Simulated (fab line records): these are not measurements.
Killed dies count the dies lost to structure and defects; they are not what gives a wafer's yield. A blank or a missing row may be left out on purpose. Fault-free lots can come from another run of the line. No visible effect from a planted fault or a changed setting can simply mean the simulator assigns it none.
2 desks looking at one fault / flow nand-harc / every desk sees just its own numbers, and what lay behind them comes last

== THE METROLOGY DESK ==
Means of the sampled wafers that have a number, per lot and without regard to the tool the lot ran on: this is what the gauges read. If a lot's mean is further than 4 standard deviations from the usual mean, the lot is out of limits and carries the mark OUT (the distance appears in the brackets).
Columns: A = cd-nm at NHARC_THIN_TSV_CD_MEAS_12, usual 1000.3 nm
lot=L859; first seen here=day 24 03:46; A=999.8
lot=L865; first seen here=day 27 01:49; A=999.0
lot=L864; first seen here=day 27 02:53; A=1000.8
lot=L866; first seen here=day 27 23:04; A=1000.8
lot=L867; first seen here=day 28 12:10; A=999.0
lot=L868; first seen here=day 28 21:13; A=1000.2
lot=L870; first seen here=day 28 22:24; A=997.8
lot=L869; first seen here=day 29 19:32; A=1001.7
lot=L872; first seen here=day 29 20:44; A=1004.8
lot=L871; first seen here=day 29 22:00; A=1002.8
lot=L873; first seen here=day 30 10:12; A=1003.3
lot=L875; first seen here=day 31 01:43; A=1000.4
lot=L880; first seen here=day 34 14:04; A=1001.6
Result from this desk: across the 13 lots, nothing is out of limits.

== TOOL OWNER'S DESK, pvd-sputter-02 ==
The tool's own readings at NHARC_A_BONDPAD_PVD_27 (deposits Cu, target thk 30 nm, time 20.49 s): means of the sampled wafers that have a number, for each lot that ran on this tool. If a lot's mean is further than 4 standard deviations from the usual mean, the lot is out of limits and carries the mark OUT (the distance appears in the brackets).
Columns: A = throttle-valve-pct at NHARC_A_BONDPAD_PVD_27, usual 30.1 %
lot=L859; first seen here=day 23 14:10; A=30.2
lot=L865; first seen here=day 26 12:04; A=30.2
lot=L868; first seen here=day 28 07:37; A=29.7
lot=L869; first seen here=day 28 18:40; A=30.7
lot=L872; first seen here=day 29 02:28; A=30.2
lot=L871; first seen here=day 29 03:18; A=30.3
lot=L873; first seen here=day 29 20:02; A=30.9
Result from this desk: across the 7 lots, nothing is out of limits.

== TAKEN TOGETHER ==
From the metrology desk's view, nothing was out of limits.
The desk of the tool owner found nothing out of limits.

== WHAT THE SIMULATOR HAD INSERTED ==
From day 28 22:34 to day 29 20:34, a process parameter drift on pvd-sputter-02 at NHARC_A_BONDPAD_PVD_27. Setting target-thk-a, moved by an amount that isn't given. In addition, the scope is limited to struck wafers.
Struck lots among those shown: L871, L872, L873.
